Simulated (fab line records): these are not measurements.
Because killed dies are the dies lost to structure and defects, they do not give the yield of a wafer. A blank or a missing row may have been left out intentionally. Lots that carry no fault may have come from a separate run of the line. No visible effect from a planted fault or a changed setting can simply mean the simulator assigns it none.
Which tool did it? :: flow n5_finfet :: 12 lots, 36 wafers sampled, at 4 steps of a route of 1938

## WHAT EACH GAUGE READ, for each wafer
N5_MOL_CONTACT_COAG_CD_MEAS_137: the cd target is 16 nm.
lot: L075
measured: day 5 12:04
on: cd_sem-01
cd_nm (nm): 15.9 15.7 16.3

lot: L077
measured: day 5 19:52
on: cd_sem-02
cd_nm (nm): 15.4 16.0 15.4

lot: L079
measured: day 6 11:10
on: cd_sem-02
cd_nm (nm): 15.3 16.3 15.8

lot: L081
measured: day 7 00:47
on: cd_sem-02
cd_nm (nm): 15.7 15.5 15.5

lot: L083
measured: day 7 10:24
on: cd_sem-03
cd_nm (nm): 15.9 15.5 15.5

lot: L085
measured: day 7 20:25
on: cd_sem-01
cd_nm (nm): 16.0 15.8 16.0

lot: L087
measured: day 8 11:35
on: cd_sem-02
cd_nm (nm): 15.5 15.7 16.1

lot: L089
measured: day 9 00:23
on: cd_sem-01
cd_nm (nm): 15.8 16.4 15.9

lot: L091
measured: day 9 08:40
on: cd_sem-01
cd_nm (nm): 16.3 15.4 15.8

lot: L093
measured: day 9 18:11
on: cd_sem-01
cd_nm (nm): 16.1 16.4 16.2

lot: L095
measured: day 10 11:17
on: cd_sem-03
cd_nm (nm): 15.7 16.3 15.7

lot: L097
measured: day 10 23:10
on: cd_sem-03
cd_nm (nm): 15.7 15.9 15.5

## WHAT TOOL EACH LOT RAN ON (gives the tool, then ch and the chambers of the sampled wafers, and finally the start)
lot: L075
N5_GATE_CUT_HM_DEP_46: pecvd-04 ch 0,1, day 4 18:02
N5_MOL_CONTACT_COAG_VIA_ETCH_46: rie_diel-02 ch 1,2,3, day 5 11:43
N5_MOL_CONTACT_COAG_STRIP_119: plasma_asher-01 ch 0,1, day 5 11:55

lot: L077
N5_GATE_CUT_HM_DEP_46: pecvd-04 ch 0,2, day 5 04:44
N5_MOL_CONTACT_COAG_VIA_ETCH_46: rie_diel-03 ch 0,1,3, day 5 19:31
N5_MOL_CONTACT_COAG_STRIP_119: plasma_asher-02 ch 0,1, day 5 19:43

lot: L079
N5_GATE_CUT_HM_DEP_46: pecvd-02 ch 0,2, day 5 19:45
N5_MOL_CONTACT_COAG_VIA_ETCH_46: rie_diel-04 ch 1,2,3, day 6 10:49
N5_MOL_CONTACT_COAG_STRIP_119: plasma_asher-02 ch 1, day 6 11:01

lot: L081
N5_GATE_CUT_HM_DEP_46: pecvd-01 ch 1,2, day 6 08:23
N5_MOL_CONTACT_COAG_VIA_ETCH_46: rie_diel-03 ch 1,2,3, day 7 00:26
N5_MOL_CONTACT_COAG_STRIP_119: plasma_asher-01 ch 0,1, day 7 00:38

lot: L083
N5_GATE_CUT_HM_DEP_46: pecvd-01 ch 0,1,2, day 6 17:04
N5_MOL_CONTACT_COAG_VIA_ETCH_46: rie_diel-02 ch 1,2,3, day 7 10:04
N5_MOL_CONTACT_COAG_STRIP_119: plasma_asher-01 ch 0,1, day 7 10:15

lot: L085
N5_GATE_CUT_HM_DEP_46: pecvd-04 ch 1,2, day 7 04:22
N5_MOL_CONTACT_COAG_VIA_ETCH_46: rie_diel-04 ch 0,1, day 7 20:04
N5_MOL_CONTACT_COAG_STRIP_119: plasma_asher-02 ch 0, day 7 20:16

lot: L087
N5_GATE_CUT_HM_DEP_46: pecvd-01 ch 0,2, day 7 18:15
N5_MOL_CONTACT_COAG_VIA_ETCH_46: rie_diel-02 ch 0,2,3, day 8 10:57
N5_MOL_CONTACT_COAG_STRIP_119: plasma_asher-02 ch 0,1, day 8 11:26

lot: L089
N5_GATE_CUT_HM_DEP_46: pecvd-04 ch 0,1,2, day 8 06:12
N5_MOL_CONTACT_COAG_VIA_ETCH_46: rie_diel-04 ch 1,2, day 8 23:58
N5_MOL_CONTACT_COAG_STRIP_119: plasma_asher-01 ch 0,1, day 9 00:14

lot: L091
N5_GATE_CUT_HM_DEP_46: pecvd-04 ch 0,1, day 8 15:55
N5_MOL_CONTACT_COAG_VIA_ETCH_46: rie_diel-04 ch 1,2, day 9 08:19
N5_MOL_CONTACT_COAG_STRIP_119: plasma_asher-02 ch 0,1, day 9 08:31

lot: L093
N5_GATE_CUT_HM_DEP_46: pecvd-01 ch 0,1,2, day 9 04:25
N5_MOL_CONTACT_COAG_VIA_ETCH_46: rie_diel-04 ch 0,1,3, day 9 17:50
N5_MOL_CONTACT_COAG_STRIP_119: plasma_asher-02 ch 0,1, day 9 18:02

lot: L095
N5_GATE_CUT_HM_DEP_46: pecvd-01 ch 1,2, day 9 18:12
N5_MOL_CONTACT_COAG_VIA_ETCH_46: rie_diel-02 ch 1,2,3, day 10 10:56
N5_MOL_CONTACT_COAG_STRIP_119: plasma_asher-01 ch 0,1, day 10 11:08

lot: L097
N5_GATE_CUT_HM_DEP_46: pecvd-04 ch 0,1,2, day 10 07:53
N5_MOL_CONTACT_COAG_VIA_ETCH_46: rie_diel-03 ch 0,1,2, day 10 22:50
N5_MOL_CONTACT_COAG_STRIP_119: plasma_asher-02 ch 0,1, day 10 23:01
- N5_GATE_CUT_HM_DEP_46: deposits SiO2 from TEOS/O2, target thk 130 nm, time 26.6 s.
- N5_MOL_CONTACT_COAG_VIA_ETCH_46: etches SiO2 in C4F6/O2, target depth 46 nm, overetch 9.2 nm, time 40 s.
- N5_MOL_CONTACT_COAG_STRIP_119: strips in N2/H2, time 30 s.

## THE ANSWER, worked out from the rows above alone
Rule: the usual values come from the lots themselves. Put in order of their means at a reading, lots are off if they are a third of the lots or fewer, leave a main group of 4 or more, and stand apart from it by a gap of 3 or more times the standard deviation of the main group's means; of several such gaps the widest counts. A main group whose means are all the same, to the digits that the tables above print for the reading, isn't used. Also off: a lot with no number at a reading for which 4 or more lots have one. All remaining lots with rows at the step are treated as sound.
No lot is off on any of the readings shown, so nothing can be concluded from this.

## WHAT HAD BEEN PUT IN BY THE SIMULATOR
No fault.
